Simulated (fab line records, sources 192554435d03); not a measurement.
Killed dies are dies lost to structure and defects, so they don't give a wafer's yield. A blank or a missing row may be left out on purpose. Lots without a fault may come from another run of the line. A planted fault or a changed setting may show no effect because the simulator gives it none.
A struck lot beside a sound one | flow n5_finfet | 16 steps out of a route of 1938
Sound: wafers L414.2, L414.4, L414.6. Struck: wafers L421.1, L421.3, L421.5. The cause comes at the end.
At each step with rows: each side's tool, then ch and its chambers, then its first start. Under that, the readings that differ: sound wafers | struck wafers | difference of the means | sigmas: that difference in standard deviations of wafers without a fault.
alike: readings whose means differ by less than 2 such deviations, and words and numbers that are the same on both sides. not compared: withheld readings, readings that some wafer has no value for, bounds like >300 that may hide the same value, and numbers for which the record gives no deviation and whose values overlap.
The two part at a step that has a row with sigmas, a row that says differs or no value, or rows on one side only. Numbers that don't overlap but have no deviation are shown without sigmas and don't part them. A reading that every wafer of one side lacks parts them only if that side has two wafers or more.

N5_BEOL_M1_PRE_CLEAN_60: time 15 s.
  sound on cvd_co-01 ch 0,1, day 7 02:28; struck on cvd_co-01 ch 0,1, day 8 13:22
  alike: heater_power_w, rf_fwd_power_W
N5_BEOL_M1_CO_CAP_55: material Co, precursor CCTBA/H2, target thk 2 nm, time 102.1 s.
  sound on cvd_co-01 ch 0,1, day 7 02:31; struck on cvd_co-01 ch 0,1, day 8 13:25
  alike: heater_power_w
then, 1 step without rows for these wafers: N5_BEOL_M1_PRE_CLEAN_56 (time 15 s).
N5_BEOL_M1_DEP_57: deposits SiCN from 3MS/NH3, target thk 8 nm, time 14 s.
  sound on pecvd-01 ch 0,1, day 7 02:37; struck on pecvd-03 ch 0,1,2, day 8 13:34
  alike: rf_fwd_power_W, showerhead_plenum_p_Torr, throttle_valve_pct
N5_BEOL_M1_RS_MEAS_58: measures by four-point-probe.
  sound on film_metro-02, day 7 02:41; struck on film_metro-02, day 8 13:38
  alike: M1_RS
N5_BEOL_M1_INSPECT_59: inspects for defects (darkfield).
  sound on defect_inspect-01, day 7 02:43; struck on defect_inspect-01, day 8 13:40
  alike: raw_defect_count
N5_BEOL_M2_ILD_DEP_00: deposits SiOC from DEMS/O2, target thk 79 nm, time 15.3 s.
  sound on pecvd-01 ch 0,2, day 7 02:45; struck on pecvd-02 ch 0,2, day 8 13:42
  reading            | sound       | struck      | difference | sigmas
  heater_power_w (W) | 405 410 476 | 532 496 538 | +92        | +2
  alike: rf_fwd_power_W, showerhead_plenum_p_Torr, throttle_valve_pct
N5_BEOL_M2_THK_MEAS_01:
  sound on film_metro-01, day 7 02:49; struck on film_metro-02, day 8 13:46
  alike: M2_ILD_THK
N5_BEOL_M2_PECVD_72: deposits SiO2 from TEOS/O2, target thk 16 nm, time 18 s.
  sound on pecvd-01 ch 0,2, day 7 02:52; struck on pecvd-01 ch 1,2, day 8 13:48
  alike: heater_power_w, rf_fwd_power_W, showerhead_plenum_p_Torr, throttle_valve_pct
then, 3 steps without rows for these wafers: N5_BEOL_M2_HM_DEP_02 (deposits TiN, target thk 20 nm); N5_BEOL_M2_COAT_61 (time 60 s, resist thk 60 nm); N5_BEOL_M2_COAT_62 (time 60 s, resist thk 12 nm).
N5_BEOL_M2_COAT_73: time 60 s, resist thk 5 nm.
  sound on litho_track-04 ch 0, day 7 03:43; struck on litho_track-01 ch 0, day 8 14:41
  reading                  | sound                | struck               | difference | sigmas
  heater_power_total_W (W) | 390.6 392.7 394.0    | 404.0 408.0 405.1    | +13.3      | +9
  plate_temp_C (C)         | 205.10 204.97 205.05 | 210.97 211.48 211.46 | +6.26      | +48
then, 1 step without rows for these wafers: N5_BEOL_M2_COAT_05 (resist thk 30 nm).
-- the record jumps here: 3 days lie between the struck wafers' starts before and after (it left off in module BEOL_M2 and takes up again in module BEOL_M4, whose first step shown is number 1111 of the route) --
N5_BEOL_M4_RC_MEAS_101:
  sound on prober-02 ch 0, day 9 13:32; struck on prober-01 ch 0, day 11 03:01
  reading        | sound          | struck         | difference | sigmas
  DIBL_N (mV/V)  | 34.9 34.1 34.9 | 38.9 38.8 38.1 | +4.0       | +2
  DIBL_P (mV/V)  | 34.2 34.2 33.5 | 39.3 38.3 38.6 | +4.8       | +2
  IOFF_P (nA/um) | 0.18 0.18 0.18 | 0.29 0.26 0.26 | +0.09      | +3
  alike: IOFF_N, ION_N, ION_P, SS_N, SS_P, VT_N, VT_P
-- the record jumps here: 4 days lie between the struck wafers' starts before and after (it left off in module BEOL_M4 and takes up again in module PASSIVATION, whose first step shown is number 1936 of the route) --
N5_PASSIVATION_PROBE_49:
  sound on prober-01, day 14 14:31; struck on prober-02, day 15 10:04
  alike: defect_limited_yield, killed_at_M0_to_M3, killed_at_M4_up, killed_at_contacts, killed_at_front_end, killed_at_other, killed_dies, killed_open, killed_short, sort_bin_5_function, sort_bin_6_memory, sort_n_pass, sort_yield_pct

WHERE THEY PART
First at N5_BEOL_M2_ILD_DEP_00; last, within this record, at N5_BEOL_M4_RC_MEAS_101. Later steps at which nothing parts them and some readings are alike: N5_PASSIVATION_PROBE_49.

WHY: what the simulator had put in
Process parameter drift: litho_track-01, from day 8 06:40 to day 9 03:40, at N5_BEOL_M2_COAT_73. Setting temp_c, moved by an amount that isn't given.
